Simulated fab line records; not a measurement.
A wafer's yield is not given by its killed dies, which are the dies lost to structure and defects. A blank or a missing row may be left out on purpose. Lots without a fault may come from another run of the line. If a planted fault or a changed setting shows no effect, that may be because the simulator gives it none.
Chamber matching :: flow n5Finfet :: cmp-03 running N5_SDB_CMP_30: 4 sister chambers
The step polishes, stops on poly-Si, t overpolish 1.54 s, target thk 30 nm. 14 wafers are shown with their chamber, then 7 later ones without.

WAFERS, EACH WITH ITS CHAMBER
wafer: L077.3
chamber: 1
motorCurrentA (A): 11.2
headPressurePsi (psi): 4.158
timeToEndpointS (s): 19

wafer: L077.5
chamber: 1
motorCurrentA (A): 11.1
headPressurePsi (psi): 4.161
timeToEndpointS (s): 21

wafer: L077.6
chamber: 0
motorCurrentA (A): 11.7
headPressurePsi (psi): 4.151
timeToEndpointS (s): 22

wafer: L079.2
chamber: 1
motorCurrentA (A): 11.7
headPressurePsi (psi): 4.138
timeToEndpointS (s): 23

wafer: L079.3
chamber: 2
motorCurrentA (A): 10.7
headPressurePsi (psi): 4.164
timeToEndpointS (s): 21

wafer: L079.4
chamber: 3
motorCurrentA (A): 12.3
headPressurePsi (psi): 4.156
timeToEndpointS (s): 22

wafer: L080.2
chamber: 1
motorCurrentA (A): 11.0
headPressurePsi (psi): 4.148
timeToEndpointS (s): 22

wafer: L080.3
chamber: 3
motorCurrentA (A): 12.8
headPressurePsi (psi): 4.155
timeToEndpointS (s): 24

wafer: L080.5
chamber: 3
motorCurrentA (A): 12.9
headPressurePsi (psi): 4.156
timeToEndpointS (s): 22

wafer: L081.1
chamber: 0
motorCurrentA (A): 12.2
headPressurePsi (psi): 4.149
timeToEndpointS (s): 21

wafer: L081.2
chamber: 1
motorCurrentA (A): 11.1
headPressurePsi (psi): 4.172
timeToEndpointS (s): 19

wafer: L081.5
chamber: 3
motorCurrentA (A): 13.1
headPressurePsi (psi): 4.149
timeToEndpointS (s): 20

wafer: L083.2
chamber: 2
motorCurrentA (A): 10.2
headPressurePsi (psi): 4.166
timeToEndpointS (s): 19

wafer: L083.3
chamber: 0
motorCurrentA (A): 11.5
headPressurePsi (psi): 4.149
timeToEndpointS (s): 22

SIGNATURES, as means of the wafers listed above
reading: motorCurrentA
chamber 0: 11.800
chamber 1: 11.220
chamber 2: 10.450
chamber 3: 12.775
scatter within a chamber: 0.323

reading: headPressurePsi
chamber 0: 4.14967
chamber 1: 4.15540
chamber 2: 4.16500
chamber 3: 4.15400
scatter within a chamber: 0.00843

reading: timeToEndpointS
chamber 0: 21.67
chamber 1: 20.80
chamber 2: 20.00
chamber 3: 22.00
scatter within a chamber: 1.53
Rule: a wafer's distance from a chamber is the root of the sum, over the readings, of the square of ((its reading less the chamber's mean) divided by the reading's scatter). If the next closest chamber is less than 2 further off than the closest, the wafer can't be placed; otherwise it belongs to the closest. How the scatter is found: for the shown wafers, subtract from each reading the mean of its chamber, square and add these, divide the total by (wafers less chambers), then take the root.

WAFERS WITHOUT THEIR CHAMBER
wafer: L083.4
motorCurrentA (A): 11.1
headPressurePsi (psi): 4.144
timeToEndpointS (s): 19

wafer: L093.1
motorCurrentA (A): 12.8
headPressurePsi (psi): 4.135
timeToEndpointS (s): 21

wafer: L093.5
motorCurrentA (A): 10.3
headPressurePsi (psi): 4.153
timeToEndpointS (s): 19

wafer: L093.6
motorCurrentA (A): 11.4
headPressurePsi (psi): 4.159
timeToEndpointS (s): 20

wafer: L097.1
motorCurrentA (A): 12.5
headPressurePsi (psi): 4.150
timeToEndpointS (s): 20

wafer: L097.2
motorCurrentA (A): 11.9
headPressurePsi (psi): 4.155
timeToEndpointS (s): 20

wafer: L097.4
motorCurrentA (A): 10.3
headPressurePsi (psi): 4.144
timeToEndpointS (s): 17

EACH ONE'S CHAMBER
wafer: L083.4
from the rows above: can't be placed: 1 or 0 or 2
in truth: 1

wafer: L093.1
from the rows above: can't be placed: 3 or 0
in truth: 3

wafer: L093.5
from the rows above: can't be placed: 2 or 1
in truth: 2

wafer: L093.6
from the rows above: can't be placed: 1 or 0
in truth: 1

wafer: L097.1
from the rows above: can't be placed: 3 or 0
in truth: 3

wafer: L097.2
from the rows above: can't be placed: 0 or 1 or 3
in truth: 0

wafer: L097.4
from the rows above: can't be placed: 2 or 1
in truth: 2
Correct placement for 0 of the 7. These rows do not allow placing 7 (true chamber among the candidates in 7). Placed wrongly: 0.
